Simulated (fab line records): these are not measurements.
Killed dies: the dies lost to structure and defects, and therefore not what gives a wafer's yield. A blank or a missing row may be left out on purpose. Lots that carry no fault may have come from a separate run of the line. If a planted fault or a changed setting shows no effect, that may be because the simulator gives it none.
fab line records | flow nand_harc
record: lots: 6 | wafers: 18 | last_day: 25
route steps=1159 shown A_WL_FILL@830 A_CONTACT@840 END@1159
lots that met no fault: from a run of the same line without faults
start_h: start of the lot's first displayed wafer, in hours after the record's first day | wait_h: hours since the lot's step before | " repeats the value in the row above | L1.1+2: several wafers, shown together as one row | - no value, or no start given | * or withheld: withheld | < > ~ a bound
route shown NAME@n: a module of which the file shows steps, and the number in the route of the first | usual: average and standard deviation across the fault-free wafers | same: alike in all rows | chamber/n: place in a boat | sites: per-site readings | _std_site: their standard deviation | _edge_site: mean of outer sites minus mean of inner sites | radius_mm: how far each site lies from the wafer's centre | mask NAME#n: copy n | behind: the last tool/chamber to shape the wafer | hold: the reason the lot was held/the length of the hold in hours/how it ended | device: which transistor (n, p or np) failed to switch | end of line: at the end of the route, the tests of the same wafers | a step with no rows: only its recipe | killed: not the wafer's yield, but the dies lost to structure and defects at the first sort | map: dies across one wafer; x = killed, . = not, _ = none there
set.NAME: setting as actually run; set.NAME@STEP: the setting as run at that earlier step | model.NAME: the simulator's own value behind a step, which no gauge read
a table for each step, a row for each wafer; lots at some steps of the route
services: when a tool's chamber went out of use (start_h, in hours from the record's first day, below 0 if earlier), for how many hours, and the reason
== steps ==
step: NHARC_A_WL_FILL_PRECLEAN_30
recipe: time_s: 10 | chemistry: dHF
step: NHARC_A_WL_FILL_SRD_14
step: NHARC_A_WL_FILL_ALD_19
recipe: target_thk_a: 20 | pulse_time_s: 3 | ald_cycles: 100 | temp_c: 450 | material: TiN
usual: heater_power_w: 1088/100 | precursor_pulse_height_rel: 1.001/0.019
same: ald_cycles: 100
lot.wafer | tool         | chamber | start_h | wait_h | heater_power_w | precursor_pulse_height_rel
L661.1    | ald_metal-01 | 3       | 373.03  | 0.1    | 1018           | 0.986
L661.4    | "            | 1       | "       | "      | 1157           | 1.023
L661.6    | "            | 3       | "       | "      | 1019           | 1.012
L665.1    | ald_metal-04 | 0       | 395.66  | 0.1    | 938            | 1.015
L665.4    | "            | 1       | "       | "      | 1011           | 1.014
L665.5    | "            | 2       | "       | "      | 1068           | 0.998
L668.3    | ald_metal-01 | 0       | 414.97  | 0.1    | 1168           | 0.985
L668.2    | "            | 3       | "       | "      | 1020           | 0.989
L668.4    | "            | 0       | "       | "      | 1175           | 0.970
L669.4    | ald_metal-02 | 3       | 414.99  | 0.1    | 993            | 1.009
L669.5    | "            | 2       | "       | "      | 1065           | 1.002
L669.6    | "            | 3       | "       | "      | 1010           | 1.012
L673.4    | ald_metal-04 | 2       | 429.76  | 0.1    | 1044           | 1.017
L673.6    | "            | 0       | "       | "      | 974            | 1.002
L673.5    | "            | 1       | "       | "      | 1014           | 1.012
L682.1    | ald_metal-02 | 1       | 511.64  | 0.1    | 1277           | 1.001
L682.5    | "            | 1       | "       | "      | 1283           | 1.044
L682.4    | "            | 0       | "       | "      | 1042           | 0.982
step: NHARC_A_WL_FILL_CVD_20
recipe: target_thk_a: 750 | temp_c: 300 | pressure_torr: 40 | wf6_flow_sccm: 40 | h2_flow_sccm: 1600 | ar_flow_sccm: 1560 | time_s: 5064 | material: W
usual: heater_power_w: 451/20 | throttle_valve_pct: 7.7/0.31
lot.wafer | tool     | chamber | start_h | wait_h | heater_power_w | throttle_valve_pct
L661.1    | cvd_w-01 | 0       | -       | -      | 450            | 7.5
L661.4    | "        | 0       | "       | "      | 447            | 7.5
L661.6    | "        | 1       | "       | "      | 449            | 7.6
L665.1    | cvd_w-01 | 1       | -       | -      | 445            | 7.7
L665.4    | "        | 0       | "       | "      | 433            | 7.6
L665.5    | "        | 1       | "       | "      | 456            | 7.5
L668.2    | cvd_w-02 | 1       | -       | -      | 429            | 8.1
L668.4    | "        | 1       | "       | "      | 416            | 8.1
L668.3    | "        | 0       | "       | "      | 484            | 7.7
L669.4    | cvd_w-01 | 1       | -       | -      | 454            | 7.5
L669.5    | "        | 0       | "       | "      | 466            | 7.7
L669.6    | "        | 1       | "       | "      | 454            | 7.7
L673.4    | cvd_w-01 | 0       | -       | -      | 444            | 7.8
L673.5    | "        | 1       | "       | "      | 442            | 7.5
L673.6    | "        | 0       | "       | "      | 447            | 7.6
L682.1    | cvd_w-01 | 0       | -       | -      | 464            | 7.7
L682.4    | "        | 1       | "       | "      | 461            | 7.4
L682.5    | "        | 1       | "       | "      | 448            | 7.4
step: NHARC_A_WL_FILL_CMP_12
recipe: t_overpolish_s: 30 | target_thk_nm: 75
usual: edge_zone_pressure_frac: 1.000/0.005 | motor_current_A: 12.4/1.5 | overpolish_run_s: 30.000/0.0087 | time_to_endpoint_s: 14.9/2.2
lot.wafer | tool   | chamber | start_h | wait_h | edge_zone_pressure_frac | motor_current_A | overpolish_run_s | time_to_endpoint_s
L661.4    | cmp-04 | 0       | 385.35  | 2.2    | 0.999                   | 10.9            | 29.988           | 13.5
L661.1    | "      | 1       | "       | "      | 0.999                   | 11.6            | 29.996           | 14.0
L661.6    | "      | 0       | "       | "      | 0.998                   | 10.2            | 30.017           | 14.1
L665.4    | cmp-03 | 3       | 407.92  | 2.2    | 1.009                   | 14.5            | 29.994           | 14.7
L665.1    | "      | 0       | "       | "      | 1.003                   | 12.7            | 30.007           | 14.0
L665.5    | "      | 2       | "       | "      | 1.003                   | 10.1            | 29.981           | 14.4
L669.4    | cmp-03 | 3       | 421.15  | 2.3    | 1.002                   | 14.1            | 30.002           | 17.0
L669.5    | "      | 1       | "       | "      | 1.002                   | 11.9            | 30.000           | 17.4
L669.6    | "      | 2       | "       | "      | 0.998                   | 10.7            | 29.993           | 18.2
L668.4    | cmp-01 | 1       | 421.39  | 2.9    | 0.996                   | 11.9            | 29.999           | 17.5
L668.2    | "      | 2       | "       | "      | 1.001                   | 11.0            | 29.983           | 17.5
L668.3    | "      | 3       | "       | "      | 0.999                   | 13.1            | 29.989           | 16.9
L673.4    | cmp-01 | 1       | 439.30  | 2.2    | 0.997                   | 12.9            | 29.987           | 14.2
L673.5    | "      | 0       | "       | "      | 0.996                   | 11.3            | 30.007           | 12.5
L673.6    | "      | 1       | "       | "      | 1.003                   | 12.7            | 30.011           | 13.5
L682.4    | cmp-03 | 0       | 519.73  | 2.2    | 1.004                   | 12.3            | 30.001           | 13.4
L682.1    | "      | 1       | "       | "      | 0.998                   | 11.5            | 30.019           | 15.5
L682.5    | "      | 2       | "       | "      | 1.002                   | 10.8            | 30.009           | 17.0
step: NHARC_A_WL_FILL_SRD_31
step: NHARC_A_WL_FILL_INSPECT_15
usual: raw_defect_count: 394/130
lot.wafer | tool              | chamber | start_h | wait_h | raw_defect_count
L661.1    | defect_inspect-01 | -       | 385.82  | 0.0    | 374
L661.4    | "                 | -       | "       | "      | 412
L661.6    | "                 | -       | "       | "      | 308
L665.1    | defect_inspect-01 | -       | 408.36  | 0.0    | 274
L665.4    | "                 | -       | "       | "      | 479
L665.5    | "                 | -       | "       | "      | 370
L669.4    | defect_inspect-02 | -       | 421.56  | 0.0    | 206
L669.5    | "                 | -       | "       | "      | 380
L669.6    | "                 | -       | "       | "      | 376
L668.2    | defect_inspect-01 | -       | 421.85  | 0.0    | 235
L668.3    | "                 | -       | "       | "      | 284
L668.4    | "                 | -       | "       | "      | 262
L673.4    | defect_inspect-02 | -       | 439.78  | 0.1    | 791
L673.5    | "                 | -       | "       | "      | 406
L673.6    | "                 | -       | "       | "      | 568
L682.1    | defect_inspect-01 | -       | 520.15  | 0.0    | 306
L682.4    | "                 | -       | "       | "      | 452
L682.5    | "                 | -       | "       | "      | 320
step: NHARC_A_CONTACT_DEP_24
recipe: target_thk_a: 5000 | temp_c: 400 | pressure_torr: 6.5 | rf_w: 900 | teos_flow_sccm: 161.4 | flow_sccm: 2650 | target_thk_nm: 500 | gas: O2 | material: SiO2
usual: heater_power_w: 507/80 | throttle_valve_pct: 15.9/0.43
lot.wafer | tool     | chamber | start_h | wait_h | heater_power_w | throttle_valve_pct
L661.1    | pecvd-02 | 0       | 385.97  | 0.2    | 510            | 15.6
L661.6    | "        | 2       | "       | "      | 436            | 15.9
L661.4    | "        | 1       | "       | "      | 480            | 15.4
L665.1    | pecvd-02 | 2       | 408.55  | 0.2    | 536            | 15.7
L665.5    | "        | 0       | "       | "      | 425            | 15.7
L665.4    | "        | 2       | "       | "      | 547            | 15.9
L669.5    | pecvd-01 | 0       | 421.82  | 0.3    | 468            | 15.7
L669.6    | "        | 1       | "       | "      | 502            | 17.4
L669.4    | "        | 2       | "       | "      | 441            | 16.1
L668.3    | pecvd-02 | 2       | 421.98  | 0.1    | 447            | 15.8
L668.2    | "        | 0       | "       | "      | 452            | 15.5
L668.4    | "        | 1       | "       | "      | 541            | 15.7
L673.5    | pecvd-02 | 0       | 440.04  | 0.3    | 448            | 15.6
L673.6    | "        | 1       | "       | "      | 597            | 15.6
L673.4    | "        | 2       | "       | "      | 511            | 15.9
L682.1    | pecvd-01 | 2       | 520.29  | 0.1    | 394            | 16.2
L682.5    | "        | 2       | "       | "      | 392            | 15.9
L682.4    | "        | 0       | "       | "      | 384            | 15.7
step: NHARC_A_CONTACT_DEP_28
recipe: target_thk_a: 36000 | temp_c: 400 | material: aC
usual: throttle_valve_pct: 34.999/0.0085
lot.wafer | tool       | chamber | start_h | wait_h | throttle_valve_pct
L661.1    | acl_dep-03 | 0       | 386.51  | 0.1    | 34.974
L661.4    | "          | 0       | 387.61  | 1.2    | 35.004
L661.6    | "          | 0       | "       | "      | 34.988
L665.1    | acl_dep-01 | 0       | 411.96  | 3.0    | 35.009
L665.4    | "          | 0       | 413.06  | 4.1    | 35.006
L665.5    | "          | 0       | "       | "      | 35.008
L668.2    | acl_dep-01 | 0       | 422.92  | 0.4    | 35.008
L668.3    | "          | 0       | "       | "      | 35.001
L668.4    | "          | 0       | "       | "      | 34.999
L669.4    | acl_dep-02 | 0       | 423.36  | 1.1    | 34.995
L669.5    | "          | 0       | "       | "      | 34.995
L669.6    | "          | 0       | "       | "      | 34.998
L673.4    | acl_dep-03 | 0       | 441.56  | 1.2    | 35.000
L673.5    | "          | 0       | "       | "      | 35.019
L673.6    | "          | 0       | "       | "      | 35.003
L682.1    | acl_dep-02 | 0       | 520.84  | 0.1    | 34.998
L682.4    | "          | 0       | 521.92  | 1.1    | 34.979
L682.5    | "          | 0       | "       | "      | 35.006
step: NHARC_A_CONTACT_DEP_29
recipe: target_thk_a: 700 | target_thk_nm: 70 | temp_c: 400 | pressure_torr: 3.5 | flow_sccm: 200 | rf_w: 350 | material: SiON
usual: heater_power_w: 695/62
lot.wafer | tool     | chamber | start_h | wait_h | heater_power_w
L661.1    | pecvd-02 | 2       | 388.73  | 1.8    | 753
L661.6    | "        | 0       | "       | "      | 707
L661.4    | "        | 1       | "       | "      | 784
L665.1    | pecvd-01 | 0       | 414.20  | 1.9    | 679
L665.5    | "        | 2       | "       | "      | 611
L665.4    | "        | 1       | "       | "      | 725
L669.5    | pecvd-01 | 1       | 424.57  | 0.5    | 751
L669.6    | "        | 2       | "       | "      | 616
L669.4    | "        | 0       | "       | "      | 713
L668.3    | pecvd-01 | 0       | 424.85  | 1.2    | 655
L668.2    | "        | 1       | "       | "      | 697
L668.4    | "        | 0       | "       | "      | 668
L673.6    | pecvd-04 | 1       | 442.77  | 0.1    | 792
L673.5    | "        | 2       | "       | "      | 860
L673.4    | "        | 0       | "       | "      | 685
L682.1    | pecvd-01 | 1       | 523.05  | 1.8    | 699
L682.4    | "        | 0       | "       | "      | 575
L682.5    | "        | 2       | "       | "      | 655
step: NHARC_A_CONTACT_DEHYDRATE_32
recipe: temp_c: 150 | time_s: 120
step: NHARC_A_CONTACT_HMDS_33
recipe: time_s: 30
step: NHARC_A_CONTACT_COAT_34
recipe: temp_c: 260 | time_s: 75
step: NHARC_A_CONTACT_COAT_35
recipe: temp_c: 225 | time_s: 65
step: NHARC_A_CONTACT_COAT_36
recipe: spin_rpm: 1500 | resist_thk_nm: 90
step: NHARC_A_CONTACT_SOFTBAKE_37
recipe: temp_c: 105 | time_s: 55
step: NHARC_A_CONTACT_EBR_38
step: NHARC_A_CONTACT_EXPOSE_39
recipe: na: 1.35 | sigma_outer: 0.8 | dose_mj: 58.79 | mask_id: A_CC_3
step: NHARC_A_CONTACT_PEB_40
recipe: peb_temp_c: 100 | peb_time_s: 65
step: NHARC_A_CONTACT_DEVELOP_41
recipe: develop_time_s: 35 | dev_temp_c: 23
step: NHARC_A_CONTACT_CD_MEAS_42
recipe: target_cd_nm: 200 | landing_energy_ev: 500
usual: cd_nm: 199.9/0.47
lot.wafer | tool      | chamber | start_h | wait_h | cd_nm
L661.1    | cd_sem-01 | 0       | 389.33  | -      | 200.0
L661.4    | "         | 0       | "       | "      | 199.9
L661.6    | "         | 0       | "       | "      | 199.8
L665.1    | cd_sem-02 | 0       | 414.77  | -      | 200.3
L665.4    | "         | 0       | "       | "      | 199.5
L665.5    | "         | 0       | "       | "      | 199.6
L669.4    | cd_sem-03 | 0       | 425.21  | -      | 199.5
L669.5    | "         | 0       | "       | "      | 200.2
L669.6    | "         | 0       | "       | "      | 199.7
L668.2    | cd_sem-03 | 0       | 425.42  | -      | 199.5
L668.3    | "         | 0       | "       | "      | 199.1
L668.4    | "         | 0       | "       | "      | 199.4
L673.4    | cd_sem-03 | 0       | 443.42  | -      | 200.3
L673.5    | "         | 0       | "       | "      | 199.4
L673.6    | "         | 0       | "       | "      | 200.7
L682.1    | cd_sem-01 | 0       | 523.74  | -      | 200.0
L682.4    | "         | 0       | "       | "      | 199.8
L682.5    | "         | 0       | "       | "      | 199.9
step: NHARC_A_CONTACT_OVL_MEAS_43
usual: overlay_x_nm: 0.1/0.84 | overlay_y_nm: 0.3/0.96
lot.wafer | tool       | chamber | start_h | wait_h | overlay_x_nm | overlay_y_nm
L661.1    | overlay-01 | -       | 389.42  | -      | -1.4         | 1.5
L661.4    | "          | -       | "       | "      | -1.0         | 1.3
L661.6    | "          | -       | "       | "      | -1.2         | 2.0
L665.1    | overlay-01 | -       | 414.86  | -      | 0.3          | 0.1
L665.4    | "          | -       | "       | "      | 0.3          | 0.0
L665.5    | "          | -       | "       | "      | 0.7          | 0.4
L669.4    | overlay-01 | -       | 425.29  | -      | 0.5          | 1.6
L669.5    | "          | -       | "       | "      | 0.9          | 2.4
L669.6    | "          | -       | "       | "      | 1.1          | 1.9
L668.2    | overlay-01 | -       | 425.51  | -      | 0.3          | 1.0
L668.3    | "          | -       | "       | "      | 0.4          | 0.5
L668.4    | "          | -       | "       | "      | 0.3          | 1.1
L673.4    | overlay-01 | -       | 443.50  | -      | -0.2         | 1.1
L673.5    | "          | -       | "       | "      | 0.1          | 0.8
L673.6    | "          | -       | "       | "      | -0.4         | 0.9
L682.1    | overlay-02 | -       | 523.83  | -      | -0.6         | -1.0
L682.4    | "          | -       | "       | "      | -1.3         | -0.4
L682.5    | "          | -       | "       | "      | -1.1         | 0.2
step: NHARC_A_CONTACT_INSPECT_44
usual: raw_defect_count: 26/12
lot.wafer | tool              | chamber | start_h | wait_h | raw_defect_count
L661.1    | defect_inspect-02 | -       | 389.46  | 0.0    | 32
L661.4    | "                 | -       | "       | "      | 33
L661.6    | "                 | -       | "       | "      | 26
L665.1    | defect_inspect-02 | -       | 414.90  | 0.0    | 1256
L665.4    | "                 | -       | "       | "      | 1343
L665.5    | "                 | -       | "       | "      | 1351
L669.4    | defect_inspect-01 | -       | 425.33  | 0.0    | 12
L669.5    | "                 | -       | "       | "      | 13
L669.6    | "                 | -       | "       | "      | 7
L668.2    | defect_inspect-02 | -       | 425.55  | 0.0    | 1323
L668.3    | "                 | -       | "       | "      | 1348
L668.4    | "                 | -       | "       | "      | 1354
L673.4    | defect_inspect-02 | -       | 443.54  | 0.0    | 10
L673.5    | "                 | -       | "       | "      | 9
L673.6    | "                 | -       | "       | "      | 17
L682.1    | defect_inspect-01 | -       | 523.87  | 0.0    | 13
L682.4    | "                 | -       | "       | "      | 9
L682.5    | "                 | -       | "       | "      | 13
step: NHARC_A_CONTACT_DESCUM_47
recipe: time_s: 3 | o2_flow_sccm: 200 | ar_flow_sccm: 0 | bias_power_w: 0 | chemistry: O2
step: NHARC_END_SORT_01
recipe: temp_c: 25
usual: killed_at_array: 28/10 | killed_at_other: 0.6/0.85 | killed_at_periphery: 3.3/2.3 | killed_dies: 32/11 | killed_open: 3.3/1.5 | killed_short: 2.1/1.4
same: gross_dies: 677
lot.wafer | tool      | chamber | start_h | wait_h | killed_at_array | killed_at_other | killed_at_periphery | killed_dies | killed_open | killed_short
L661.1    | prober-02 | 0       | 474.10  | 2.5    | 29              | 0               | 3                   | 32          | 1           | 1
L661.4    | prober-02 | 0       | 476.47  | 3.4    | 31              | 1               | 7                   | 39          | 3           | 3
L661.6    | prober-02 | 0       | 478.05  | 3.9    | 27              | 1               | 6                   | 34          | 4           | 0
L665.1    | prober-02 | 0       | 489.57  | 2.5    | 136             | 0               | 2                   | 138         | 2           | 3
L665.4    | prober-02 | 0       | 491.98  | 3.4    | 116             | 0               | 6                   | 122         | 4           | 3
L665.5    | prober-02 | 0       | 492.78  | 3.7    | 120             | 1               | 8                   | 129         | 4           | 5
L669.4    | prober-01 | 0       | 496.91  | 3.4    | 14              | 1               | 5                   | 20          | 4           | 2
L669.5    | prober-01 | 0       | 497.70  | 3.7    | 14              | 2               | 11                  | 27          | 4           | 1
L669.6    | prober-01 | 0       | 498.50  | 4.0    | 15              | 0               | 10                  | 25          | 5           | 1
L668.2    | prober-02 | 0       | 498.19  | 2.8    | 132             | 0               | 3                   | 135         | 3           | 4
L668.3    | prober-02 | 0       | 499.01  | 3.1    | 127             | 1               | 2                   | 130         | 3           | 4
L668.4    | prober-02 | 0       | 499.83  | 3.4    | 140             | 0               | 3                   | 143         | 4           | 3
L673.4    | prober-02 | 0       | 515.78  | 3.4    | 13              | 0               | 1                   | 14          | 3           | 1
L673.5    | prober-02 | 0       | 516.58  | 3.7    | 10              | 1               | 4                   | 15          | 2           | 2
L673.6    | prober-02 | 0       | 517.37  | 4.0    | 19              | 1               | 1                   | 21          | 5           | 2
L682.1    | prober-02 | 0       | 596.32  | 2.5    | 27              | 0               | 3                   | 30          | 5           | 1
L682.4    | prober-02 | 0       | 598.74  | 3.4    | 21              | 0               | 1                   | 22          | 6           | 1
L682.5    | prober-02 | 0       | 599.55  | 3.7    | 24              | 0               | 0                   | 24          | 4           | 4
killed by level:class
L661.1 A_SLIT:chamber_film_flake=12 A_CHANNEL_HOLE_D1:chamber_film_flake=10 P_STI:chamber_film_flake=3 A_CHANNEL_FILL_D1:chamber_film_flake=2 A_WL_FILL:chamber_film_flake=2 A_ONON_D1:geometric_particle:open=1 A_CONTACT:geometric_particle:short=1 A_STAIRCASE:chamber_film_flake=1
L661.4 A_CHANNEL_HOLE_D1:chamber_film_flake=14 A_SLIT:chamber_film_flake=10 A_SGD_CUT:geometric_particle:short=2 P_STI:chamber_film_flake=2 P_CONTACT:chamber_film_flake=2 P_CONTACT:geometric_particle:open=1 P_M0:geometric_particle:short=1 P_GATE:chamber_film_flake=1
L661.6 A_CHANNEL_HOLE_D1:chamber_film_flake=11 A_SLIT:chamber_film_flake=9 P_STI:chamber_film_flake=5 A_CHANNEL_FILL_D1:chamber_film_flake=3 P_GATE:geometric_particle:open=1 A_ONON_D1:geometric_particle:open=1 A_CHANNEL_HOLE_D1:geometric_particle:open=1 A_CHANNEL_FILL_D1:geometric_particle:open=1
L665.1 A_CONTACT:unspecified=115 A_CHANNEL_HOLE_D1:chamber_film_flake=12 A_STAIRCASE:chamber_film_flake=3 A_CHANNEL_HOLE_D1:geometric_particle:short=1 A_SGD_CUT:geometric_particle:short=1 A_WL_FILL:geometric_particle:open=1 A_CONTACT:geometric_particle:open=1 A_BLC:geometric_particle:short=1
L665.4 A_CONTACT:unspecified=102 A_STAIRCASE:chamber_film_flake=4 P_M2:chamber_film_flake=3 A_CONTACT:geometric_particle:open=2 P_GATE:chamber_film_flake=2 A_WL_FILL:chamber_film_flake=2 A_CHANNEL_FILL_D1:geometric_particle:short=1 A_SGD_CUT:geometric_particle:short=1
L665.5 A_CONTACT:unspecified=103 A_CHANNEL_HOLE_D1:chamber_film_flake=9 P_M2:chamber_film_flake=6 A_CHANNEL_FILL_D1:geometric_particle:short=2 P_GATE:geometric_particle:open=1 P_M2:geometric_particle:short=1 A_SOURCE_PLATE:geometric_particle:open=1 A_ONON_D1:geometric_particle:short=1
L669.4 A_CHANNEL_HOLE_D1:chamber_film_flake=5 P_ZERO_WELL:chamber_film_flake=4 A_CHANNEL_HOLE_D1:geometric_particle:open=1 A_CHANNEL_FILL_D1:geometric_particle:open=1 A_STAIRCASE:geometric_particle:short=1 A_CONTACT:geometric_particle:short=1 A_CONTACT:geometric_particle:open=1 A_M0:geometric_particle:open=1
L669.5 P_ZERO_WELL:chamber_film_flake=8 A_CHANNEL_HOLE_D1:chamber_film_flake=7 A_CONTACT:chamber_film_flake=3 A_M0:geometric_particle:open=2 THIN_TSV:chamber_film_flake=2 P_STI:geometric_particle:short=1 P_M0:geometric_particle:open=1 A_M1:geometric_particle:open=1
L668.2 A_CONTACT:unspecified=106 A_CHANNEL_HOLE_D1:chamber_film_flake=11 A_WL_FILL:chamber_film_flake=4 A_CONTACT:chamber_film_flake=3 A_M0:geometric_particle:open=2 P_GATE:chamber_film_flake=2 P_CONTACT:geometric_particle:short=1 A_CHANNEL_HOLE_D1:geometric_particle:short=1
L669.6 P_ZERO_WELL:chamber_film_flake=8 A_CONTACT:chamber_film_flake=4 A_CHANNEL_HOLE_D1:chamber_film_flake=3 A_STAIRCASE:chamber_film_flake=3 A_CHANNEL_FILL_D1:geometric_particle:open=2 P_M0:geometric_particle:open=1 A_ONON_D1:geometric_particle:short=1 A_WL_FILL:geometric_particle:open=1
L668.3 A_CONTACT:unspecified=110 A_WL_FILL:chamber_film_flake=5 A_CONTACT:chamber_film_flake=3 A_CHANNEL_HOLE_D1:chamber_film_flake=2 A_STAIRCASE:chamber_film_flake=2 P_CONTACT:geometric_particle:open=1 P_BONDPAD:geometric_particle:open=1 A_ONON_D1:geometric_particle:short=1
L668.4 A_CONTACT:unspecified=109 A_CHANNEL_HOLE_D1:chamber_film_flake=16 A_WL_FILL:chamber_film_flake=3 A_CHANNEL_FILL_D1:geometric_particle:open=2 P_GATE:chamber_film_flake=2 A_STAIRCASE:chamber_film_flake=2 A_CONTACT:chamber_film_flake=2 P_GATE:geometric_particle:short=1
L673.4 A_CHANNEL_HOLE_D1:chamber_film_flake=6 A_CONTACT:geometric_particle:open=2 A_CONTACT:chamber_film_flake=2 A_CHANNEL_FILL_D1:geometric_particle:open=1 A_WL_FILL:geometric_particle:short=1 P_GATE:chamber_film_flake=1 A_WL_FILL:chamber_film_flake=1
L673.5 A_CHANNEL_HOLE_D1:chamber_film_flake=6 A_CONTACT:chamber_film_flake=3 P_STI:geometric_particle:open=1 P_CONTACT:geometric_particle:open=1 A_M0:geometric_particle:short=1 STARTING-WAFER:geometric_particle:short=1 P_STI:chamber_film_flake=1 P_M0:chamber_film_flake=1
L673.6 A_CHANNEL_HOLE_D1:chamber_film_flake=7 A_WL_FILL:chamber_film_flake=3 A_M0:geometric_particle:open=2 A_CONTACT:chamber_film_flake=2 A_ONON_D1:geometric_particle:short=1 A_STAIRCASE:geometric_particle:open=1 A_WL_FILL:geometric_particle:open=1 A_CONTACT:geometric_particle:open=1
L682.1 A_CONTACT:chamber_film_flake=13 A_CHANNEL_HOLE_D1:chamber_film_flake=5 A_STAIRCASE:chamber_film_flake=3 A_WL_FILL:geometric_particle:open=2 A_SLIT:chamber_film_flake=2 P_GATE:geometric_particle:open=1 P_M0:geometric_particle:open=1 A_WL_FILL:geometric_particle:short=1
L682.4 A_CONTACT:chamber_film_flake=7 A_CHANNEL_HOLE_D1:chamber_film_flake=4 A_ZERO_WELL:chamber_film_flake=3 A_WL_FILL:geometric_particle:open=2 P_CONTACT:geometric_particle:open=1 A_ONON_D1:geometric_particle:open=1 A_CHANNEL_FILL_D1:geometric_particle:open=1 A_WL_FILL:geometric_particle:short=1
L682.5 A_CHANNEL_HOLE_D1:chamber_film_flake=8 A_WL_FILL:geometric_particle:short=3 A_STAIRCASE:chamber_film_flake=3 A_CHANNEL_FILL_D1:geometric_particle:open=2 A_M1:chamber_film_flake=2 A_CHANNEL_FILL_D1:geometric_particle:short=1 A_WL_FILL:geometric_particle:open=1 A_CONTACT:geometric_particle:open=1
map L665.1 (x killed, . not)
____________.____________
_________......._________
_______..........._______
______.............______
_____x.............._____
____.................____
____.................____
___.......x...........___
___...................___
__..x..................__
__...............x.....__
_...........x....x......_
_.........xx.xx........._
_.....x..xx.xx.x.....x.._
_......xxxxxxxxxx......._
_........xxxxxxx.xx....._
........xxxxxxxxx........
.....x.xxxxxxxxxx........
..x.x.xxxxxxxxxxx........
..xx...xxxxxxxxxxx.......
.x......xxxxxxxxx........
_.x...x.xxxxxxxx.x......_
_...x...xxxxxxxx........_
_..xx....xxxxxx........._
_........xxxxxxx........_
_..........xx.x..x......_
__.x.........xx........__
__.....................__
___..x................___
___........x........x.___
____................x____
____.................____
_____..............._____
______.............______
_______..........._______
_________......._________
____________.____________
map L668.4 (x killed, . not)
____________.____________
_________......._________
_______..........._______
______.............______
_____..............._____
____....x.x..........____
____.................____
___...................___
___..............xx...___
__.....................__
__.....................__
_............x.........._
_..........xxx.........._
_.........xxxxx........._
_......x.xxxxxx........._
_..x...xxxxxxxxx.xx....._
...xx..xxxxxxxxxx........
....xx..xxxxxxxxx........
...x.xx.xxxxxxxxx........
..xxx..xxxxxxxxxx.x......
..xxx...xxxxxxxxxx.......
_x..x...xxxxxxxx.x......_
_x.x.....xxxxxxxx.x....._
_.....xx..xxxxxx........_
_..xx.....xxxxx........._
_........xx.xx.........._
__..........xx.........__
__.........x...........__
___...................___
___.x.................___
____.x..x............____
____x................____
_____..............._____
______.............______
_______.x........._______
_________......._________
____________.____________
== services ==
tool         | chamber | start_h | hours | kind
cmp-03       | -       | 352.03  | 4.0   | pm
acl_dep-02   | -       | 352.99  | 13.0  | pm
ald_metal-02 | 0       | 358.18  | 12.8  | repair
ald_metal-02 | -       | 364.10  | 10.0  | pm
pecvd-02     | -       | 366.19  | 2.1   | repair
cmp-01       | -       | 367.05  | 1.0   | repair
cmp-01       | -       | 375.53  | 4.0   | pm
cvd_w-01     | -       | 393.28  | 0.3   | repair
ald_metal-01 | 3       | 394.64  | 1.4   | repair
acl_dep-03   | -       | 405.26  | 13.0  | pm
ald_metal-04 | -       | 406.00  | 10.0  | pm
cmp-01       | -       | 406.88  | 0.6   | repair
ald_metal-01 | 1       | 409.48  | 7.5   | repair
pecvd-01     | -       | 427.39  | 13.0  | pm
pecvd-01     | 2       | 444.03  | 16.4  | repair
cmp-03       | -       | 450.12  | 4.0   | pm
ald_metal-01 | -       | 458.00  | 10.0  | pm
cmp-03       | -       | 460.71  | 2.4   | repair
cmp-01       | -       | 473.53  | 4.0   | pm
acl_dep-01   | -       | 477.11  | 13.0  | pm
cvd_w-01     | -       | 477.28  | 13.0  | pm
cmp-03       | -       | 480.31  | 0.5   | repair
cmp-03       | -       | 495.27  | 3.3   | repair
pecvd-02     | -       | 515.27  | 13.0  | pm
== key ==
first_sign: step: NHARC_A_CONTACT_INSPECT_44 | reading: raw_defect_count | direction: up | sigmas: 99+ | usual: 26 | struck: 1329
effect: step: NHARC_END_SORT_01 | reading: killed_at_array | direction: up | sigmas: 9.8 | usual: 28 | struck: 128
more_kills_born_at: NHARC_A_CONTACT_DEP_28@acl_dep-01: 645
met_at NHARC_A_CONTACT_DEP_28
struck_wafers L665.1,L665.4,L665.5,L668.2,L668.3,L668.4
tester_left_out L665,L668
fault: kind: chamber_particle_source | tool: acl_dep-01 | chamber: - | onset_h: 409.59 | steps: NHARC_A_CONTACT_DEP_28 | rate_per_visit_cm2: 2.0371 | end_h: 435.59
tester_left_out: of these lots the tester's yield and bins aren't shown, on N5 and GAA mostly nor the transistor test; their killed dies are dies lost to structure and defects alone, not to doping, threshold or leakage, so they don't give the yield
